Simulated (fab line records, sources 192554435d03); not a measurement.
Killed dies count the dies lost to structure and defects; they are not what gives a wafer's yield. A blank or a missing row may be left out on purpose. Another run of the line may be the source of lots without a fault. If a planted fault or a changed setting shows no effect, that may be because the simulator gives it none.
fab line records ; flow n5_finfet
[record] lots = 12; wafers = 35; last_day = 19
route steps=1938 shown FIN_CUT@178 STI_FIN_REVEAL@183 PASSIVATION@1936
lots that met no fault: from a run of the same line without faults
start_h: hours from the record's opening day to when the first of the lot's shown wafers began ; wait_h: hours from the lot's prior step to this one ; " the same as in the row above ; L1.1+2: a row that stands for several wafers ; - value missing, or start not given ; * or withheld: withheld ; < > ~ a bound
route shown NAME@n: NAME is a module with steps in the file, n the number in the route of the first one ; usual: average and standard deviation across the fault-free wafers ; same: alike in all rows ; chamber/n: place in a boat ; sites: readings site by site ; _std_site: the standard deviation of these ; _edge_site: mean of outer sites minus mean of inner sites ; radius_mm: for every site, how far away it sits from the centre of the wafer ; mask NAME#n: copy n ; behind: the last tool/chamber to shape the wafer ; hold: reason for holding the lot/hours on hold/outcome of the hold ; device: which transistor (n, p or np) failed to switch ; end of line: tests run on the same wafers once the route is complete ; a step without rows: its recipe alone ; killed: the dies lost at the first sort to structure and to defects; this is not the yield of the wafer ; map: per-die view of a wafer (x killed, . not killed, _ where there is no die)
set.NAME: setting as actually run; set.NAME@STEP: the setting as run at that earlier step ; model.NAME: the simulator's own value behind a step, which no gauge read
one table for each step of the route and one row for each wafer, over a sample of lots
services: when a tool's chamber went out of use (start_h, in hours from the record's first day, below 0 if earlier), for how many hours, and the reason
[[steps]]
[step N5_FIN_CUT_STRIP_22]
[recipe] chemistry = N2/H2; power_w = 500; temp_c = 40; pressure_mtorr = 50; rf_frequency_hz = 6e+07; overash_fraction = 0.3; bias_power_w = 8; h2_frac = 0.5; n2_flow_sccm = 300; h2_flow_sccm = 300
[usual] chamber_pressure_mTorr = 50.00/0.12; drypump_motor_current_A = 5.6/0.46; h2_flow_sccm = 300.1/0.94; oes_product_au = 0.75/0.086; rf_vpp_V = 54.5/2.4; showerhead_plenum_p_Torr = 3.36/0.11; throttle_valve_pct = 19.1/0.44
lot.wafer;tool;chamber;start_h;wait_h;chamber_pressure_mTorr;drypump_motor_current_A;h2_flow_sccm;oes_product_au;rf_hours_counter_h;rf_vpp_V;showerhead_plenum_p_Torr;throttle_valve_pct
L121.1;rie_diel-04;2;43.48;0.0;49.89;4.9;298.3;0.88;44;50.4;3.42;18.6
L121.2;rie_diel-04;0;43.48;0.0;50.02;5.3;300.0;0.67;225;54.2;3.15;18.2
L121.6;rie_diel-04;0;43.48;0.0;50.09;5.3;301.7;0.68;-;51.5;3.15;18.2
L123.1;rie_diel-05;2;52.71;0.0;50.00;5.8;300.7;0.69;237;49.8;3.32;18.8
L123.2;rie_diel-05;3;52.71;0.0;50.01;5.3;300.6;0.72;201;53.1;3.36;19.5
L123.6;rie_diel-05;0;52.71;0.0;50.03;6.5;299.9;0.73;-;57.9;3.47;19.4
L125.1;rie_diel-05;3;63.50;0.0;50.04;5.3;299.7;0.72;205;55.0;3.35;19.5
L125.2;rie_diel-05;2;63.50;0.0;50.06;5.8;301.7;0.67;241;56.7;3.31;18.8
L125.6;rie_diel-05;3;63.50;0.0;50.18;5.3;298.9;0.70;-;56.8;3.35;19.6
L127.2;rie_diel-02;2;75.77;0.1;49.86;5.7;299.0;0.71;212;53.7;3.33;19.4
L127.5;rie_diel-02;1;75.77;0.1;50.11;5.9;301.9;0.74;-;54.0;3.52;19.6
L127.6;rie_diel-02;2;75.77;0.1;49.99;5.7;300.9;0.72;-;57.2;3.33;19.4
L129.1;rie_diel-02;1;90.97;0.0;50.01;5.9;302.0;0.73;155;56.9;3.52;19.6
L129.3;rie_diel-02;0;90.97;0.0;49.99;6.0;299.9;0.76;164;55.7;3.35;19.1
L129.6;rie_diel-02;1;90.97;0.0;50.03;5.9;299.8;0.75;-;56.2;3.52;19.6
L131.4;rie_diel-04;2;101.60;0.0;49.92;4.9;300.7;0.83;62;55.0;3.41;18.6
L131.5;rie_diel-04;2;101.60;0.0;50.03;4.9;300.9;0.84;-;53.3;3.42;18.6
L131.6;rie_diel-04;3;101.60;0.0;49.95;5.0;300.2;0.96;-;52.7;3.43;18.5
L132.1;rie_diel-02;3;110.66;0.0;50.04;5.3;299.8;0.93;12;58.6;3.60;19.0
L132.3;rie_diel-02;1;110.66;0.0;49.93;5.8;300.4;0.74;161;51.4;3.51;19.6
L132.5;rie_diel-02;1;110.66;0.0;49.84;5.8;299.2;0.73;-;59.5;3.51;19.6
L133.2;rie_diel-05;1;113.35;0.0;49.81;5.6;299.4;0.72;189;53.4;3.37;19.1
L133.3;rie_diel-05;0;113.35;0.0;50.09;6.5;299.7;0.69;173;55.8;3.46;19.5
L133.6;rie_diel-05;1;113.35;0.0;50.20;5.5;299.9;0.72;-;53.4;3.36;19.1
L134.3;rie_diel-04;0;118.50;0.1;50.22;5.3;300.1;0.66;249;55.6;3.14;18.3
L134.4;rie_diel-04;2;118.50;0.1;49.90;4.9;300.4;0.81;66;56.0;3.41;18.6
L134.6;rie_diel-04;3;118.50;0.1;49.88;5.0;300.1;0.94;-;53.2;3.43;18.5
L137.1;rie_diel-04;2;135.47;0.0;49.82;4.9;300.2;0.84;72;56.8;3.41;18.6
L137.4;rie_diel-04;2;135.47;0.0;49.96;4.9;300.5;0.83;-;53.2;3.41;18.6
L137.5;rie_diel-04;1;135.47;0.0;50.22;6.2;300.0;0.71;-;58.1;3.20;19.4
L138.1;rie_diel-05;1;142.22;0.3;49.93;5.5;299.2;0.71;201;59.4;3.36;19.1
L138.4;rie_diel-05;1;142.22;0.3;50.04;5.5;300.0;0.72;-;58.5;3.36;19.2
L138.5;rie_diel-05;2;142.22;0.3;49.97;5.8;300.5;0.97;-;51.5;3.31;18.4
L141.4;rie_diel-04;2;161.41;0.2;50.01;4.9;299.9;0.81;81;52.9;3.40;18.6
L141.5;rie_diel-04;3;161.41;0.2;49.83;5.0;300.9;0.90;-;51.4;3.42;18.5
[step N5_STI_FIN_REVEAL_ALD_00]
[recipe] material = SiO2; target_thk_a = 10; temp_c = 300; ald_precursor_family = BDEAS; ald_co_reactant = O2-plasma; pulse_time_s = 1; pressure_torr = 2
[usual] heater_power_w = 482/48; precursor_pulse_height_rel = 0.997/0.019
lot.wafer;tool;chamber;start_h;wait_h;heater_power_w;precursor_pulse_height_rel
L121.1;ald_sin-02;2;43.81;0.2;427;1.004
L121.2;ald_sin-02;1;43.81;0.2;546;1.028
L121.6;ald_sin-02;3;43.81;0.2;498;0.991
L123.1;ald_sin-03;3;53.37;0.5;470;0.992
L123.2;ald_sin-03;0;53.37;0.5;553;0.981
L123.6;ald_sin-03;1;53.37;0.5;423;0.992
L125.1;ald_sin-02;1;63.69;0.0;549;0.961
L125.2;ald_sin-02;0;63.69;0.0;433;1.014
L125.6;ald_sin-02;0;63.69;0.0;411;0.972
L127.2;ald_sin-03;1;75.98;0.0;438;0.977
L127.5;ald_sin-03;2;75.98;0.0;514;0.956
L127.6;ald_sin-03;3;75.98;0.0;455;1.010
L129.1;ald_sin-02;3;92.75;1.6;504;0.992
L129.3;ald_sin-02;1;92.75;1.6;535;0.952
L129.6;ald_sin-02;0;92.75;1.6;426;0.966
L131.4;ald_sin-03;2;102.42;0.6;523;0.994
L131.5;ald_sin-03;1;102.42;0.6;430;0.992
L131.6;ald_sin-03;0;102.42;0.6;545;0.983
L132.1;ald_sin-03;3;110.86;0.0;457;0.983
L132.3;ald_sin-03;1;110.86;0.0;429;0.970
L132.5;ald_sin-03;0;110.86;0.0;541;1.016
L133.2;ald_sin-03;1;113.55;0.0;431;1.003
L133.3;ald_sin-03;2;113.55;0.0;509;0.994
L133.6;ald_sin-03;3;113.55;0.0;451;0.975
L134.3;ald_sin-02;2;119.63;1.0;434;0.960
L134.4;ald_sin-02;1;119.63;1.0;536;0.997
L134.6;ald_sin-02;3;119.63;1.0;510;1.019
L137.1;ald_sin-03;1;135.67;0.0;426;1.017
L137.4;ald_sin-03;2;135.67;0.0;519;0.994
L137.5;ald_sin-03;0;135.67;0.0;541;0.993
L138.1;ald_sin-02;3;143.75;1.4;506;1.014
L138.4;ald_sin-02;1;143.75;1.4;554;0.993
L138.5;ald_sin-02;3;143.75;1.4;498;0.972
L141.4;ald_sin-04;0;161.61;0.0;470;1.019
L141.5;ald_sin-04;0;161.61;0.0;478;1.016
[step N5_STI_FIN_REVEAL_THK_MEAS_05]
[usual] thk_nm = 132.1/1.3
lot.wafer;tool;chamber;start_h;wait_h;thk_nm
L121.1;film_metro-01;-;49.19;-;131.1
L121.2;film_metro-01;-;49.19;-;134.5
L121.6;film_metro-01;-;49.19;-;134.1
L123.1;film_metro-02;-;58.76;-;133.9
L123.2;film_metro-02;-;58.76;-;132.7
L123.6;film_metro-02;-;58.76;-;133.8
L125.1;film_metro-02;-;69.07;-;131.5
L125.2;film_metro-02;-;69.07;-;130.6
L125.6;film_metro-02;-;69.07;-;132.0
L127.2;film_metro-01;-;81.37;-;130.2
L127.5;film_metro-01;-;81.37;-;132.4
L127.6;film_metro-01;-;81.37;-;131.3
L129.1;film_metro-02;-;98.15;-;131.4
L129.3;film_metro-02;-;98.15;-;130.2
L129.6;film_metro-02;-;98.15;-;131.4
L131.4;film_metro-01;-;107.86;-;130.8
L131.5;film_metro-01;-;107.86;-;133.3
L131.6;film_metro-01;-;107.86;-;129.8
L132.1;film_metro-02;-;116.25;-;131.1
L132.3;film_metro-02;-;116.25;-;132.4
L132.5;film_metro-02;-;116.25;-;132.1
L133.2;film_metro-01;-;118.93;-;131.2
L133.3;film_metro-01;-;118.93;-;131.3
L133.6;film_metro-01;-;118.93;-;133.2
L134.3;film_metro-01;-;125.03;-;132.5
L134.4;film_metro-01;-;125.03;-;130.8
L134.6;film_metro-01;-;125.03;-;133.1
L137.1;film_metro-02;-;141.06;-;131.8
L137.4;film_metro-02;-;141.06;-;131.3
L137.5;film_metro-02;-;141.06;-;131.2
L138.1;film_metro-02;-;149.15;-;132.1
L138.4;film_metro-02;-;149.15;-;132.1
L138.5;film_metro-02;-;149.15;-;131.2
L141.4;film_metro-01;-;167.00;-;133.9
L141.5;film_metro-01;-;167.00;-;133.7
[step N5_STI_FIN_REVEAL_RECESS_09]
[recipe] chemistry = HF/NH3; target = SiO2; afs_cycles = 11; target_depth_a = 425; temp_c = 30; sublimation_temp_c = 180; sublimation_time_s = 60
[usual] drypump_motor_current_A = 6.2/0.32; sublimation_temp_c = 180.00/0.16
lot.wafer;tool;chamber;start_h;wait_h;drypump_motor_current_A;sublimation_temp_c
L121.1;vapor_etch-02;0;49.68;0.0;6.2;179.78
L121.2;vapor_etch-02;1;49.68;0.0;6.4;179.99
L121.6;vapor_etch-02;0;50.74;1.1;6.2;179.91
L123.1;vapor_etch-02;1;59.25;0.0;6.4;179.66
L123.2;vapor_etch-02;0;59.25;0.0;6.2;180.24
L123.6;vapor_etch-02;1;60.31;1.1;6.4;179.94
L125.1;vapor_etch-02;0;69.64;0.0;6.2;179.94
L125.2;vapor_etch-02;1;69.64;0.0;6.4;180.08
L125.6;vapor_etch-02;1;70.70;1.1;6.4;179.95
L127.2;vapor_etch-02;1;81.86;0.0;6.4;179.97
L127.5;vapor_etch-02;1;82.92;1.1;6.4;179.67
L127.6;vapor_etch-02;0;82.92;1.1;6.2;179.60
L129.1;vapor_etch-02;0;98.64;0.0;6.2;180.12
L129.3;vapor_etch-02;0;98.64;0.0;6.2;180.10
L129.6;vapor_etch-02;0;98.64;0.0;6.2;180.28
L131.4;vapor_etch-02;1;108.90;0.6;6.4;180.02
L131.5;vapor_etch-02;1;108.90;0.6;6.4;180.01
L131.6;vapor_etch-02;0;108.90;0.6;6.2;179.97
L132.1;vapor_etch-02;1;116.74;0.0;6.4;179.90
L132.3;vapor_etch-02;0;116.74;0.0;6.2;180.10
L132.5;vapor_etch-02;1;116.74;0.0;6.4;179.87
L133.2;vapor_etch-02;0;119.42;0.0;6.2;180.05
L133.3;vapor_etch-02;0;119.42;0.0;6.2;179.96
L133.6;vapor_etch-02;0;119.42;0.0;6.2;179.84
L134.3;vapor_etch-01;0;126.09;0.6;6.5;180.10
L134.4;vapor_etch-01;1;126.09;0.6;5.6;180.12
L134.6;vapor_etch-01;1;126.09;0.6;5.6;180.00
L137.1;vapor_etch-01;1;141.57;0.0;5.6;179.91
L137.4;vapor_etch-01;0;141.57;0.0;6.5;180.06
L137.5;vapor_etch-01;1;141.57;0.0;5.6;180.32
L138.1;vapor_etch-01;1;149.65;0.0;5.6;180.06
L138.4;vapor_etch-01;1;149.65;0.0;5.6;179.87
L138.5;vapor_etch-01;1;149.65;0.0;5.6;179.85
L141.4;vapor_etch-01;0;168.07;0.6;6.5;179.89
L141.5;vapor_etch-01;0;168.07;0.6;6.5;179.91
[step N5_STI_FIN_REVEAL_FIN_H_MEAS_10]
[usual] trench_depth_nm = 51.8/0.89
lot.wafer;tool;chamber;start_h;wait_h;trench_depth_nm
L121.1;ocd-02;-;52.38;0.0;52.2
L121.2;ocd-02;-;52.38;0.0;52.1
L121.6;ocd-02;-;52.38;0.0;51.9
L123.1;ocd-02;-;61.95;0.0;50.6
L123.2;ocd-02;-;61.95;0.0;51.4
L123.6;ocd-02;-;61.95;0.0;51.9
L125.1;ocd-02;-;72.34;0.0;50.8
L125.2;ocd-02;-;72.34;0.0;50.9
L125.6;ocd-02;-;72.34;0.0;53.0
L127.2;ocd-01;-;89.07;0.0;53.2
L127.5;ocd-01;-;89.07;0.0;51.6
L127.6;ocd-01;-;89.07;0.0;52.9
L129.1;ocd-02;-;101.34;0.0;50.7
L129.3;ocd-02;-;101.34;0.0;50.2
L129.6;ocd-02;-;101.34;0.0;51.5
L131.4;ocd-02;-;111.08;0.0;46.6
L131.5;ocd-02;-;111.08;0.0;45.9
L131.6;ocd-02;-;111.08;0.0;47.4
L132.1;ocd-02;-;119.47;0.0;46.8
L132.3;ocd-02;-;119.47;0.0;46.5
L132.5;ocd-02;-;119.47;0.0;47.0
L133.2;ocd-02;-;122.15;0.0;47.5
L133.3;ocd-02;-;122.15;0.0;47.5
L133.6;ocd-02;-;122.15;0.0;46.5
L134.3;ocd-02;-;128.28;0.0;52.0
L134.4;ocd-02;-;128.28;0.0;51.2
L134.6;ocd-02;-;128.28;0.0;51.3
L137.1;ocd-01;-;144.37;0.0;50.0
L137.4;ocd-01;-;144.37;0.0;51.2
L137.5;ocd-01;-;144.37;0.0;50.6
L138.1;ocd-01;-;152.37;0.0;52.6
L138.4;ocd-01;-;152.37;0.0;50.9
L138.5;ocd-01;-;152.37;0.0;50.2
L141.4;ocd-02;-;170.50;0.0;52.4
L141.5;ocd-02;-;170.50;0.0;51.8
[step N5_PASSIVATION_PROBE_49]
[usual] defect_limited_yield = 91.5/1.7; killed_at_M0_to_M3 = 33/11; killed_at_M4_up = 13/5.2; killed_at_contacts = 11/5.7; killed_at_front_end = 39/11; killed_at_other = 4/3; killed_dies = 101/20; killed_open = 66/15; killed_short = 33/8.4; sort_bin_4_leakage = 0.01/0.073; sort_bin_5_function = 5.0/1.1; sort_bin_6_memory = 3.2/0.69; sort_bin_8_speed = 0.1/0.52; sort_n_pass = 1078/20; sort_yield_pct = 91.4/1.7
[same] gross_dies = 1180; killed_at_back_side = 0
lot.wafer;tool;chamber;start_h;wait_h;defect_limited_yield[%];killed_at_M0_to_M3;killed_at_M4_up;killed_at_contacts;killed_at_front_end;killed_at_other;killed_dies;killed_open;killed_short;sort_bin_4_leakage[%];sort_bin_5_function[%];sort_bin_6_memory[%];sort_bin_8_speed[%];sort_n_pass;sort_yield_pct[%]
L134.4;prober-01;-;372.69;0.2;91.9;39;15;5;33;4;96;65;30;0;5.3;2.7;0;1084;91.9
L134.6;prober-01;-;372.79;0.3;90.1;34;14;11;46;12;117;65;52;0;5.8;3.4;0.3;1060;89.8
// killed by level:class
L134.4 BEOL_M0_SAQP:geometric_particle:short=12 STI_FIN_REVEAL:geometric_particle:open=11 BEOL_M0_SAQP:geometric_particle:open=11 BEOL_M4:geometric_particle:open=7 BEOL_M2:geometric_particle:open=7 GATE_CUT:geometric_particle:open=5 MOL_CONTACT_COAG:geometric_particle:open=4 FIN_SAQP:geometric_particle:short=3
L134.6 BEOL_M0_SAQP:geometric_particle:short=14 BEOL_M0_SAQP:geometric_particle:open=10 DUMMY_GATE:geometric_particle:open=8 MOL_CONTACT_COAG:geometric_particle:open=8 BEOL_M4:geometric_particle:open=6 FIN_SAQP:geometric_particle:short=5 DUMMY_GATE:geometric_particle:short=5 ILD0:geometric_particle:short=5
[[services]]
tool;chamber;start_h;hours;kind
ald_sin-04;0;20.59;6.1;repair
ald_sin-03;2;55.24;9.3;repair
rie_diel-04;0;61.47;8.6;repair
rie_diel-05;1;68.25;16.4;repair
rie_diel-05;-;69.73;15.6;pm
rie_diel-04;3;75.44;-;clean
vapor_etch-02;-;78.85;0.4;repair
rie_diel-04;2;79.75;5.4;repair
ald_sin-03;-;85.25;14.0;pm
ald_sin-03;0;85.25;14.0;vent_cycle
ald_sin-03;1;85.25;14.0;vent_cycle
ald_sin-03;2;85.25;14.0;vent_cycle
ald_sin-03;3;85.25;14.0;vent_cycle
ald_sin-03;0;99.25;-;clean
ald_sin-03;1;99.25;-;clean
ald_sin-03;2;99.25;-;clean
ald_sin-03;3;99.25;-;clean
ald_sin-03;0;111.63;3.1;repair
rie_diel-02;0;137.14;1.7;repair
rie_diel-05;0;139.20;12.1;repair
ald_sin-03;3;150.42;5.6;repair
ald_sin-04;2;164.94;4.4;repair
rie_diel-02;2;167.26;2.7;repair
ald_sin-03;0;168.46;15.3;repair
[[key]]
[first_sign] step = N5_STI_FIN_REVEAL_FIN_H_MEAS_10; reading = trench_depth_nm; direction = down; sigmas = 5.5; usual = 51.8; struck = 46.9
effect none on later readings
met_at N5_STI_FIN_REVEAL_RECESS_09
struck_lots L131,L132,L133
rows_end L131.4,L131.5,L131.6,L132.1,L132.3,L132.5,L133.2,L133.3,L133.6
not_acting_at N5_FIN_CUT_STRIP_22,N5_STI_FIN_REVEAL_ALD_00,N5_STI_FIN_REVEAL_THK_MEAS_05
onset_between 98.64 108.90
[fault] kind = process_parameter_drift; tool = vapor_etch-02; chamber = -; onset_h = 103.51; steps = N5_STI_FIN_REVEAL_RECESS_09; channel = target_depth_a; offset = -55.442; shape = step; acts_in = these_recipes_only; stated = 425
// rows_end: these wafers met a further fault down the route, and their rows from its step on are left out
